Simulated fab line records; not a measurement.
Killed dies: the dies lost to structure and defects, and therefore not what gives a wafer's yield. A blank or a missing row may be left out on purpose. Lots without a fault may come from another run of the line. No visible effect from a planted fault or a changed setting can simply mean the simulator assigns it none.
fab line records	flow n5Finfet
record: lots: 7	wafers: 39
route steps=1938 shown ZERO_LAYER@4 FIN_SAQP@138 SD_EPI_N@278 HKMG_FIN@397 BEOL_M0_SAQP@672 BEOL_M1@816 BEOL_M3@993 BEOL_M4@1021 BEOL_M6@1254 BEOL_M9@1417 BEOL_M10@1533 BEOL_M13@1696 MIM_TOP_LITHO@1845 PASSIVATION@1916
startH: hours from the record's opening day to when the first of the lot's shown wafers began	waitH: hours elapsed since this lot's preceding step	" identical to the entry in the row above	L1.1+2: one row covering several wafers at once	- either no value or no given start	* or withheld: withheld	< > ~ a bound
route shown NAME@n: NAME is a module with steps in the file, n the number in the route of the first one	usual: the fault-free wafers' mean and standard deviation	same: alike in all rows	chamber/n: place in a boat	sites: the reading at each site	_std_site: how widely they spread, as a standard deviation	_edge_site: outer sites' mean less inner sites'	radiusMm: how far each site lies from the wafer's centre	mask NAME#n: copy n	behind: tool/chamber where the wafer was last shaped	hold: the reason the lot was held/the length of the hold in hours/how it ended	device: names the non-switching transistor (n, p or np)	end of line: the same wafers' tests at the end of the route	for a step that has no rows: nothing shown but its recipe	killed: the dies lost at the first sort to structure and to defects; this is not the yield of the wafer	map: dies across one wafer; x = killed, . = not, _ = none there
set.NAME: the setting that was run; set.NAME@STEP: the one run at that earlier step	model.NAME: the simulator's own value behind a step, which no gauge read
one table per step and one row per wafer, for lots whose settings were changed on purpose
== steps ==
step: N5_ZERO_LAYER_PECVD_02
recipe: material: SiO2	targetThkA: 100	tempC: 400	precursor: SiH4/N2O	pressureTorr: 0.75	rfW: 275	timeS: 6
step: N5_FIN_SAQP_SPACER2_ALD_28
recipe: material: SiO2	targetThkA: 81	tempC: 300	aldPrecursorFamily: BDEAS	aldCoReactant: O2-plasma	pulseTimeS: 1	purgeTimeS: 2	coReactantPurgeTimeS: 2	pressureTorr: 2
step: N5_SD_EPI_N_ETCH_45
recipe: chemistry: CH3F/O2	target: SiOCN	targetDepthA: 60	maskMaterial: SOC	ionEnergyEv: 60	biasW: 29	pressureMtorr: 15	sourceW: 410	Ar_flow_sccm: 150	CH3F_flow_sccm: 30	O2_flow_sccm: 20
step: N5_HKMG_FIN_DEVELOP_48
recipe: developTimeS: 30	developer: TMAH	resist: CAR-ArF	rinseLiquid: diw	dry: airSpin	devTempC: 23
step: N5_BEOL_M0_SAQP_ETCH_106
recipe: chemistry: N2/H2	target: SOC	targetDepthA: 1500	stopOn: SiNx	ionEnergyEv: 100	biasW: 61	pressureMtorr: 30	sourceW: 850	n2FlowSccm: 200	h2FlowSccm: 200
step: N5_BEOL_M1_SPUTTER_79
recipe: material: Cu	targetThkA: 45	tempC: -20	chamberPressurePa: 0.07	powerW: withheld	timeS: 8.29
step: N5_BEOL_M3_CVD_47
recipe: material: Co	targetThkA: 30	tempC: withheld	precursor: CCTBA/H2	pressureTorr: 30	timeS: 223.8
step: N5_BEOL_M4_ILD_DEP_00
recipe: material: SiOC	targetThkA: 790	tempC: 350	precursor: DEMS/O2	pressureTorr: 5	rfW: 500	timeS: 15.3
step: N5_BEOL_M6_SPUTTER_48
recipe: material: Cu	targetThkA: 100	tempC: -20	biasV: 60	powerW: 26000	chamberPressurePa: 0.13	timeS: 1.667
step: N5_BEOL_M9_DESCUM_16
recipe: chemistry: O2	timeS: 7.9	sourcePowerW: 50	biasPowerW: 20	pressureMtorr: 20	rfFrequencyHz: 2.712e+07	tempC: 40	resist: CAR-ArF	o2FlowSccm: 225
step: N5_BEOL_M10_DEP_56
recipe: material: SiCN	targetThkA: 150	tempC: withheld	precursor: 3MS/NH3	pressureTorr: 3	rfW: 202	timeS: 26.5
step: N5_BEOL_M13_TRENCH_ETCH_34
recipe: chemistry: C4F8/O2/Ar	target: SiOC	targetDepthA: 4134.7	maskMaterial: SOC	pressureMtorr: 30	sourceW: 3000	biasW: 700	Ar_flow_sccm: 400	C4F8_flow_sccm: 15	O2_flow_sccm: 8	heInnerTorr: 15	heOuterTorr: 30	timeS: 162.6	ionEnergyEv: 250
step: N5_MIM_TOP_LITHO_DEVELOP_07
recipe: developTimeS: 60	rinseLiquid: diw	dry: airSpin	devTempC: 21
step: N5_PASSIVATION_PECVD_35
recipe: material: SiNx	targetThkA: 7000	tempC: 400	precursor: SiH4/NH3/N2	pressureTorr: 4.9	rfW: 1406	timeS: 151.3
step: N5_PASSIVATION_PROBE_49
usual: sort_bin_6_memory: 3.3/0.69
lot.wafer	tool	chamber	startH	waitH	set.timeS@ZERO_LAYER_PECVD_02	set.targetThkA@FIN_SAQP_SPACER2_ALD_28	set.targetDepthA@SD_EPI_N_ETCH_45	set.developTimeS@HKMG_FIN_DEVELOP_48	set.targetDepthA@BEOL_M0_SAQP_ETCH_106	set.timeS@BEOL_M1_SPUTTER_79	set.targetThkA@BEOL_M3_CVD_47	set.timeS@BEOL_M4_ILD_DEP_00	set.targetThkA@BEOL_M6_SPUTTER_48	set.timeS@BEOL_M9_DESCUM_16	set.targetThkA@BEOL_M10_DEP_56	set.timeS@BEOL_M13_TRENCH_ETCH_34	set.developTimeS@MIM_TOP_LITHO_DEVELOP_07	set.timeS@PASSIVATION_PECVD_35	sort_bin_6_memory[%]
L077.1	prober-02	-	298.40	0.0	6	106.1	31.21	30	1500	10.33	24.41	22.04	100	7.9	150	162.6	60	151.3	2.0
L077.2	prober-02	-	298.45	0.1	6	106.1	60	30	1500	8.29	30	15.3	100	7.9	101.9	238.8	60	151.3	3.5
L077.3	prober-02	-	298.50	0.1	6	81	31.21	15.5	1500	10.33	30	15.3	100	7.9	101.9	162.6	25.07	151.3	3.1
L077.4	prober-02	-	298.55	0.2	6	106.1	31.21	15.5	1500	8.29	24.41	22.04	100	7.9	101.9	238.8	60	151.3	3.8
L077.5	prober-02	-	298.60	0.2	6	81	60	30	1500	10.33	30	22.04	100	7.9	150	238.8	25.07	151.3	3.1
L077.6	prober-02	-	298.65	0.3	6	81	60	15.5	1500	8.29	24.41	15.3	100	7.9	150	162.6	25.07	151.3	3.1
L080.3	prober-01	-	319.95	0.1	6	81	60	30	1500	8.29	30	15.3	100	7.9	150	162.6	60	151.3	4.5
L080.4	prober-01	-	320.00	0.2	6	81	60	30	1500	8.29	30	15.3	100	7.9	150	162.6	60	151.3	3.4
L080.5	prober-01	-	320.05	0.2	6	81	60	30	1500	8.29	30	15.3	100	7.9	150	162.6	60	151.3	4.9
L083.1	prober-01	-	328.27	0.0	3.074	81	60	30	1500	8.29	30	6.511	136.8	7.9	237.3	162.6	60	151.3	1.4
L083.2	prober-01	-	328.32	0.1	3.074	81	44.79	21.73	1500	9.976	30	6.511	100	7.9	237.3	129.7	60	92.63	3.1
L083.3	prober-01	-	328.37	0.1	6	81	60	21.73	2224	8.29	30	6.511	100	7.9	150	162.6	44.48	151.3	2.7
L083.4	prober-01	-	328.42	0.2	6	81	60	30	1500	9.976	30	15.3	100	7.9	150	129.7	44.48	92.63	2.7
L083.5	prober-01	-	328.47	0.2	6	81	44.79	30	2224	9.976	30	15.3	136.8	7.9	237.3	162.6	44.48	92.63	3.1
L083.6	prober-01	-	328.52	0.3	3.074	81	44.79	21.73	2224	8.29	30	15.3	136.8	7.9	150	129.7	60	151.3	2.1
L082.1	prober-02	-	343.48	0.8	9.473	81	60	34.83	1500	8.29	46.23	15.3	100	7.9	150	162.6	60	151.3	2.4
L082.2	prober-02	-	343.53	0.8	6	126.8	60	34.83	1078	8.29	46.23	12.4	53.66	7.9	150	162.6	88.31	99.34	5.7
L082.3	prober-02	-	343.58	0.9	9.473	126.8	60	30	1078	9.967	30	15.3	100	7.9	150	162.6	88.31	151.3	2.1
L082.4	prober-02	-	343.63	0.9	6	126.8	60	30	1500	8.29	30	15.3	53.66	7.9	150	241.1	60	99.34	4.9
L082.5	prober-02	-	343.68	1.0	9.473	81	60	30	1500	9.967	46.23	12.4	53.66	7.9	150	241.1	88.31	151.3	6.9
L082.6	prober-02	-	343.73	1.0	6	81	60	34.83	1078	9.967	30	12.4	100	7.9	150	241.1	60	99.34	3.7
L084.1	prober-02	-	344.00	0.0	6	81	72.31	30	1500	10.01	44.78	15.3	100	12.56	150	162.6	60	151.3	3.4
L084.2	prober-02	-	344.05	0.1	6	81	60	30	1500	10.01	44.78	15.3	100	7.9	150	162.6	49.94	112.9	2.4
L084.3	prober-02	-	344.10	0.1	6	81	72.31	30	901.9	8.29	30	15.3	100	12.56	150	162.6	49.94	151.3	2.7
L084.4	prober-02	-	344.15	0.2	6	112.1	60	30	901.9	10.01	30	15.3	100	7.9	150	162.6	60	112.9	3.6
L084.5	prober-02	-	344.20	0.2	6	112.1	72.31	30	1500	8.29	30	15.3	100	7.9	150	162.6	60	151.3	3.8
L084.6	prober-02	-	344.25	0.3	6	112.1	60	30	901.9	8.29	44.78	15.3	100	12.56	150	162.6	49.94	112.9	4.6
L085.1	prober-02	-	356.59	0.0	7.6	81	60	30	1500	8.29	39.85	15.3	42.87	7.9	150	162.6	60	151.3	7.4
L085.2	prober-02	-	356.64	0.1	7.6	68.79	60	30	2394	3.462	39.85	10.8	100	4.924	98.08	162.6	60	151.3	3.4
L085.3	prober-02	-	356.69	0.1	6	81	60	22.49	1500	3.462	39.85	15.3	42.87	7.9	98.08	162.6	60	151.3	8.4
L085.4	prober-02	-	356.74	0.2	6	68.79	60	22.49	1500	8.29	30	10.8	100	7.9	150	162.6	74.05	151.3	3.2
L085.5	prober-02	-	356.79	0.2	7.6	68.79	60	22.49	2394	3.462	30	10.8	42.87	4.924	150	162.6	74.05	151.3	7.5
L085.6	prober-02	-	356.84	0.3	6	81	60	30	2394	8.29	30	15.3	100	4.924	98.08	162.6	74.05	151.3	2.8
L097.1	prober-01	-	428.39	0.7	2.428	42.87	60	30	2255	5.507	30	15.3	69.6	10.93	150	162.6	60	67.87	5.2
L097.2	prober-01	-	428.44	0.8	6	81	60	30	1500	5.507	13.86	15.3	100	7.9	150	162.6	60	151.3	2.9
L097.3	prober-01	-	428.49	0.8	2.428	81	60	30	2255	8.29	30	15.3	100	10.93	150	162.6	60	151.3	3.2
L097.4	prober-01	-	428.54	0.9	6	42.87	60	30	1500	8.29	30	15.3	100	7.9	186.8	162.6	60	67.87	2.8
L097.5	prober-01	-	428.59	0.9	6	81	60	30	2255	8.29	13.86	15.3	69.6	7.9	186.8	162.6	60	67.87	4.0
L097.6	prober-01	-	428.64	1.0	2.428	42.87	60	30	1500	5.507	13.86	15.3	69.6	10.93	186.8	162.6	60	151.3	4.0
killed by level:class
L077.1 BEOL_M4:areaDep=1085 STI_FIN_REVEAL:geometricParticle:open=19 FIN_SAQP:geometricParticle:open=11 BEOL_M4:geometricParticle:open=10 BEOL_M0_SAQP:geometricParticle:short=9 FIN_SAQP:geometricParticle:short=8 DUMMY_GATE:geometricParticle:open=6 MOL_CONTACT_COAG:geometricParticle:open=6
L077.2 FIN_SAQP:geometricParticle:open=19 BEOL_M2:geometricParticle:open=11 FIN_SAQP:geometricParticle:short=10 BEOL_M0_SAQP:geometricParticle:open=10 BEOL_M0_SAQP:geometricParticle:short=8 STI_FIN_REVEAL:geometricParticle:open=7 MOL_CONTACT_COAG:geometricParticle:open=7 BEOL_M4:geometricParticle:open=6
L077.3 BEOL_M4:geometricParticle:open=10 BEOL_M2:geometricParticle:open=8 BEOL_M0_SAQP:geometricParticle:open=8 BEOL_M0_SAQP:geometricParticle:short=8 STI_FIN_REVEAL:geometricParticle:open=7 FIN_SAQP:geometricParticle:short=6 MOL_CONTACT_COAG:geometricParticle:open=6 FIN_SAQP:geometricParticle:open=5
L077.4 BEOL_M4:areaDep=1051 BEOL_M2:geometricParticle:open=14 BEOL_M4:geometricParticle:open=13 STI_FIN_REVEAL:geometricParticle:open=11 HKMG_FIN:areaEtch=11 FIN_SAQP:geometricParticle:open=7 MOL_CONTACT_COAG:geometricParticle:open=7 BEOL_M0_SAQP:geometricParticle:short=6
L077.5 BEOL_M4:areaDep=1075 STI_FIN_REVEAL:geometricParticle:open=16 MOL_CONTACT_COAG:geometricParticle:open=16 BEOL_M2:geometricParticle:open=10 FIN_SAQP:geometricParticle:short=9 BEOL_M0_SAQP:geometricParticle:open=8 STI_FIN_REVEAL:geometricParticle:short=6 FIN_SAQP:geometricParticle:open=5
L077.6 STI_FIN_REVEAL:geometricParticle:open=15 MOL_CONTACT_COAG:geometricParticle:open=14 DUMMY_GATE:geometricParticle:open=8 BEOL_M4:geometricParticle:open=8 MOL_CONTACT_COAG:geometricParticle:short=6 BEOL_M0_SAQP:geometricParticle:short=6 FIN_SAQP:geometricParticle:short=4 BEOL_M0_SAQP:geometricParticle:open=4
L080.3 MOL_CONTACT_COAG:geometricParticle:open=13 BEOL_M1:geometricParticle:open=12 BEOL_M3:geometricParticle:open=10 FIN_SAQP:geometricParticle:short=9 BEOL_M2:geometricParticle:open=9 BEOL_M0_SAQP:geometricParticle:short=8 BEOL_M4:geometricParticle:open=8 BEOL_M0_SAQP:geometricParticle:open=7
L080.4 MOL_CONTACT_COAG:geometricParticle:open=14 BEOL_M4:geometricParticle:open=13 GATE_CUT:geometricParticle:short=10 MOL_CONTACT_COAG:geometricParticle:short=7 BEOL_M0_SAQP:geometricParticle:short=6 FIN_SAQP:geometricParticle:open=5 FIN_SAQP:geometricParticle:short=5 BEOL_M0_SAQP:geometricParticle:open=5
L080.5 MOL_CONTACT_COAG:geometricParticle:open=19 FIN_SAQP:geometricParticle:open=13 FIN_SAQP:geometricParticle:short=8 STI_FIN_REVEAL:geometricParticle:open=8 BEOL_M4:geometricParticle:open=8 BEOL_M2:geometricParticle:open=7 STARTING-WAFER:geometricParticle:short=7 MOL_CONTACT_COAG:geometricParticle:short=6
L083.1 BEOL_M4:areaDep=1116 BEOL_M0_SAQP:geometricParticle:open=7 BEOL_M2:geometricParticle:open=6 BEOL_M0_SAQP:geometricParticle:short=5 BEOL_M0:geometricParticle:short=4 MOL_CONTACT_COAG:geometricParticle:open=4 BEOL_M0:geometricParticle:open=4 ILD0:geometricParticle:short=3
L083.2 BEOL_M4:areaDep=1084 MOL_CONTACT_COAG:geometricParticle:open=17 BEOL_M2:geometricParticle:open=9 GATE_CUT:geometricParticle:open=6 ILD0:geometricParticle:open=5 BEOL_M0_SAQP:geometricParticle:open=5 BEOL_M0_SAQP:geometricParticle:short=5 BEOL_M4:geometricParticle:open=5
L083.3 BEOL_M4:areaDep=1082 BEOL_M2:geometricParticle:open=18 MOL_CONTACT_COAG:geometricParticle:open=9 BEOL_M0_SAQP:geometricParticle:open=8 FIN_SAQP:geometricParticle:short=7 BEOL_M0_SAQP:geometricParticle:short=7 STI_FIN_REVEAL:geometricParticle:open=5 BEOL_M3:geometricParticle:open=5
L083.4 MOL_CONTACT_COAG:geometricParticle:open=11 BEOL_M0_SAQP:geometricParticle:open=11 BEOL_M0_SAQP:geometricParticle:short=10 BEOL_M2:geometricParticle:open=10 GATE_CUT:geometricParticle:short=7 BEOL_M1:geometricParticle:open=6 FIN_SAQP:geometricParticle:open=5 STI_FIN_REVEAL:geometricParticle:open=4
L083.5 BEOL_M0_SAQP:geometricParticle:open=15 BEOL_M0_SAQP:geometricParticle:short=13 MOL_CONTACT_COAG:geometricParticle:open=9 BEOL_M2:geometricParticle:open=9 BEOL_M4:geometricParticle:open=7 FIN_SAQP:geometricParticle:open=4 BEOL_M0:geometricParticle:short=4 STI_FIN_REVEAL:geometricParticle:open=3
L083.6 BEOL_M0_SAQP:geometricParticle:open=7 BEOL_M0_SAQP:geometricParticle:short=7 MOL_CONTACT_COAG:geometricParticle:open=6 BEOL_M2:geometricParticle:open=6 STI_FIN_REVEAL:geometricParticle:open=4 MOL_CONTACT_COAG:geometricParticle:short=3 BEOL_M0:geometricParticle:open=3 BEOL_M0:geometricParticle:short=3
L082.1 BEOL_M3:areaEcd=79 MOL_CONTACT_COAG:geometricParticle:open=13 MOL_CONTACT_COAG:geometricParticle:short=5 BEOL_M1:geometricParticle:open=5 STI_FIN_REVEAL:geometricParticle:open=4 GATE_CUT:geometricParticle:short=4 BEOL_M0_SAQP:geometricParticle:open=4 FIN_SAQP:geometricParticle:open=3
L082.2 BEOL_M3:areaEcd=114 BEOL_M6:interfaceVoidOpened=85 MOL_CONTACT_COAG:geometricParticle:open=20 FIN_SAQP:geometricParticle:open=13 STI_FIN_REVEAL:geometricParticle:open=12 FIN_SAQP:geometricParticle:short=11 DUMMY_GATE:geometricParticle:open=6 BEOL_M2:geometricParticle:open=6
L082.3 MOL_CONTACT_COAG:geometricParticle:open=18 FIN_SAQP:geometricParticle:short=11 STI_FIN_REVEAL:geometricParticle:open=11 FIN_SAQP:geometricParticle:open=5 BEOL_M2:geometricParticle:open=5 BEOL_M5:geometricParticle:open=5 ILD0:geometricParticle:open=4 MOL_CONTACT_COAG:geometricParticle:short=4
L082.4 BEOL_M6:interfaceVoidOpened=87 MOL_CONTACT_COAG:geometricParticle:open=17 STI_FIN_REVEAL:geometricParticle:open=10 FIN_SAQP:geometricParticle:open=6 BEOL_M5:geometricParticle:open=6 BEOL_M1:geometricParticle:open=5 FIN_SAQP:geometricParticle:short=4 MOL_CONTACT_COAG:geometricParticle:short=4
L082.5 BEOL_M6:interfaceVoidOpened=89 BEOL_M3:areaEcd=39 STI_FIN_REVEAL:geometricParticle:open=16 FIN_SAQP:geometricParticle:open=8 MOL_CONTACT_COAG:geometricParticle:open=8 BEOL_M1:geometricParticle:open=7 BEOL_M0_SAQP:geometricParticle:open=7 BEOL_M0_SAQP:geometricParticle:short=7
L082.6 STI_FIN_REVEAL:geometricParticle:open=22 FIN_SAQP:geometricParticle:open=17 MOL_CONTACT_COAG:geometricParticle:open=10 FIN_SAQP:geometricParticle:short=7 BEOL_M1:geometricParticle:open=7 BEOL_M2:geometricParticle:open=6 STI_FIN_REVEAL:geometricParticle:short=4 BEOL_M3:geometricParticle:open=4
L084.1 STI_FIN_REVEAL:geometricParticle:open=15 BEOL_M2:geometricParticle:open=8 BEOL_M1:geometricParticle:open=6 FIN_SAQP:geometricParticle:short=5 MOL_CONTACT_COAG:geometricParticle:open=5 BEOL_M0_SAQP:geometricParticle:open=5 BEOL_M3:areaEcd=5 FIN_SAQP:geometricParticle:open=4
L084.2 BEOL_M3:geometricParticle:open=12 MOL_CONTACT_COAG:geometricParticle:open=11 STI_FIN_REVEAL:geometricParticle:open=7 STI_FIN_REVEAL:geometricParticle:short=6 BEOL_M2:geometricParticle:open=6 BEOL_M4:geometricParticle:open=5 BEOL_M0_SAQP:geometricParticle:short=4 BEOL_M0_SAQP:geometricParticle:open=4
L084.3 BEOL_M3:geometricParticle:open=13 MOL_CONTACT_COAG:geometricParticle:open=7 BEOL_M4:geometricParticle:open=7 BEOL_M0:geometricParticle:open=6 BEOL_M1:geometricParticle:open=5 STARTING-WAFER:geometricParticle:short=5 STI_FIN_REVEAL:geometricParticle:short=4 GATE_CUT:geometricParticle:short=4
L084.4 STI_FIN_REVEAL:geometricParticle:open=14 MOL_CONTACT_COAG:geometricParticle:open=10 BEOL_M0_SAQP:geometricParticle:short=8 DUMMY_GATE:geometricParticle:open=6 BEOL_M2:geometricParticle:open=6 MOL_CONTACT_COAG:geometricParticle:short=4 BEOL_M0_SAQP:geometricParticle:open=4 MIM_TOP:geometricParticle:open=4
L084.5 STI_FIN_REVEAL:geometricParticle:open=15 BEOL_M0_SAQP:geometricParticle:open=14 BEOL_M0_SAQP:geometricParticle:short=12 BEOL_M3:geometricParticle:open=9 BEOL_M0:geometricParticle:open=8 FIN_SAQP:geometricParticle:open=7 FIN_SAQP:geometricParticle:short=6 MOL_CONTACT_COAG:geometricParticle:open=6
L084.6 STI_FIN_REVEAL:geometricParticle:open=25 BEOL_M1:geometricParticle:open=14 FIN_SAQP:geometricParticle:open=13 BEOL_M0_SAQP:geometricParticle:open=12 BEOL_M0_SAQP:geometricParticle:short=9 BEOL_M0:geometricParticle:open=8 BEOL_M3:geometricParticle:open=7 FIN_SAQP:geometricParticle:short=5
L085.1 BEOL_M6:interfaceVoidOpened=162 BEOL_M3:geometricParticle:open=13 BEOL_M0_SAQP:geometricParticle:short=8 HKMG_FIN:areaEtch=7 BEOL_M2:geometricParticle:open=6 BEOL_M4:geometricParticle:open=6 FIN_SAQP:geometricParticle:short=5 BEOL_M1:geometricParticle:open=5
L085.2 BEOL_M4:areaDep=347 BEOL_M4:geometricParticle:open=11 BEOL_M0_SAQP:geometricParticle:short=9 BEOL_M1:geometricParticle:short=9 BEOL_M2:geometricParticle:open=8 BEOL_M0_SAQP:geometricParticle:open=7 BEOL_M1:geometricParticle:open=7 BEOL_M3:geometricParticle:open=7
L085.3 BEOL_M6:interfaceVoidOpened=178 BEOL_M4:geometricParticle:open=8 BEOL_M0_SAQP:geometricParticle:short=6 MOL_CONTACT_COAG:geometricParticle:open=5 BEOL_M2:geometricParticle:open=5 BEOL_M3:geometricParticle:open=5 STI_FIN_REVEAL:geometricParticle:open=4 BEOL_M0_SAQP:geometricParticle:open=4
L085.4 BEOL_M4:areaDep=354 BEOL_M1:geometricParticle:open=13 BEOL_M0_SAQP:geometricParticle:short=11 FIN_SAQP:geometricParticle:short=10 STI_FIN_REVEAL:geometricParticle:open=8 BEOL_M0_SAQP:geometricParticle:open=8 FIN_SAQP:geometricParticle:open=7 BEOL_M4:geometricParticle:open=6
L085.5 BEOL_M4:areaDep=274 BEOL_M6:interfaceVoidOpened=161 BEOL_M4:geometricParticle:open=13 MOL_CONTACT_COAG:geometricParticle:open=11 BEOL_M3:geometricParticle:open=10 FIN_SAQP:geometricParticle:short=6 BEOL_M1:geometricParticle:open=6 FIN_SAQP:geometricParticle:open=4
L085.6 MOL_CONTACT_COAG:geometricParticle:open=16 STI_FIN_REVEAL:geometricParticle:open=12 BEOL_M4:geometricParticle:open=12 BEOL_M3:geometricParticle:open=11 BEOL_M2:geometricParticle:open=9 FIN_SAQP:geometricParticle:open=6 BEOL_M0_SAQP:geometricParticle:open=6 DUMMY_GATE:geometricParticle:open=4
L097.1 FIN_SAQP:geometricParticle:short=16 MOL_CONTACT_COAG:geometricParticle:open=14 BEOL_M2:geometricParticle:open=14 BEOL_M6:interfaceVoidOpened=13 FIN_SAQP:geometricParticle:open=10 STI_FIN_REVEAL:geometricParticle:open=8 GATE_CUT:geometricParticle:open=6 BEOL_M4:geometricParticle:open=6
L097.2 FIN_SAQP:geometricParticle:open=11 STI_FIN_REVEAL:geometricParticle:open=9 ILD0:geometricParticle:short=6 GATE_CUT:geometricParticle:open=6 BEOL_M2:geometricParticle:open=6 BEOL_M4:geometricParticle:open=6 FIN_SAQP:geometricParticle:short=4 STI_FIN_REVEAL:geometricParticle:short=4
L097.3 STI_FIN_REVEAL:geometricParticle:open=13 FIN_SAQP:geometricParticle:open=9 FIN_SAQP:geometricParticle:short=8 BEOL_M1:geometricParticle:open=8 MOL_CONTACT_COAG:geometricParticle:open=7 GATE_CUT:geometricParticle:short=6 BEOL_M3:geometricParticle:open=4 PASS1_CAP:geometricParticle:open=3
L097.4 BEOL_M2:geometricParticle:open=14 FIN_SAQP:geometricParticle:open=7 DUMMY_GATE:geometricParticle:open=6 STARTING-WAFER:geometricParticle:short=6 BEOL_M4:geometricParticle:open=5 GATE_CUT:geometricParticle:short=4 MOL_CONTACT_COAG:geometricParticle:open=4 BEOL_M3:geometricParticle:open=4
L097.5 BEOL_M6:interfaceVoidOpened=17 MOL_CONTACT_COAG:geometricParticle:open=13 GATE_CUT:geometricParticle:short=6 BEOL_M3:geometricParticle:open=6 GATE_CUT:geometricParticle:open=5 STARTING-WAFER:geometricParticle:open=5 FIN_SAQP:geometricParticle:open=4 STI_FIN_REVEAL:geometricParticle:open=4
L097.6 BEOL_M6:interfaceVoidOpened=18 FIN_SAQP:geometricParticle:open=11 MOL_CONTACT_COAG:geometricParticle:open=10 GATE_CUT:geometricParticle:open=8 BEOL_M0:geometricParticle:open=8 BEOL_M1:geometricParticle:open=8 DUMMY_GATE:geometricParticle:open=7 GATE_CUT:geometricParticle:short=7
== key ==
split: step: N5_ZERO_LAYER_PECVD_02	setting: timeS	statedAs: 6
response none clear
split: step: N5_FIN_SAQP_SPACER2_ALD_28	setting: targetThkA	statedAs: 81
response none clear
split: step: N5_SD_EPI_N_ETCH_45	setting: targetDepthA	statedAs: 60
response none clear
split: step: N5_HKMG_FIN_DEVELOP_48	setting: developTimeS	statedAs: 30
response none clear
split: step: N5_BEOL_M0_SAQP_ETCH_106	setting: targetDepthA	statedAs: 1500
response none clear
split: step: N5_BEOL_M1_SPUTTER_79	setting: timeS	statedAs: 8.29
response none clear
split: step: N5_BEOL_M3_CVD_47	setting: targetThkA	statedAs: 30
response none clear
split: step: N5_BEOL_M4_ILD_DEP_00	setting: timeS	statedAs: 15.3
response none clear
split: step: N5_BEOL_M6_SPUTTER_48	setting: targetThkA	statedAs: 100
response: step: N5_PASSIVATION_PROBE_49	reading: sort_bin_6_memory	slope: -0.0511	per: 1%	togetherWith: all	explained: 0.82
split: step: N5_BEOL_M9_DESCUM_16	setting: timeS	statedAs: 7.9
response none clear
split: step: N5_BEOL_M10_DEP_56	setting: targetThkA	statedAs: 150
response none clear
split: step: N5_BEOL_M13_TRENCH_ETCH_34	setting: timeS	statedAs: 162.6
response none clear
split: step: N5_MIM_TOP_LITHO_DEVELOP_07	setting: developTimeS	statedAs: 60
response none clear
split: step: N5_PASSIVATION_PECVD_35	setting: timeS	statedAs: 151.3
response none clear
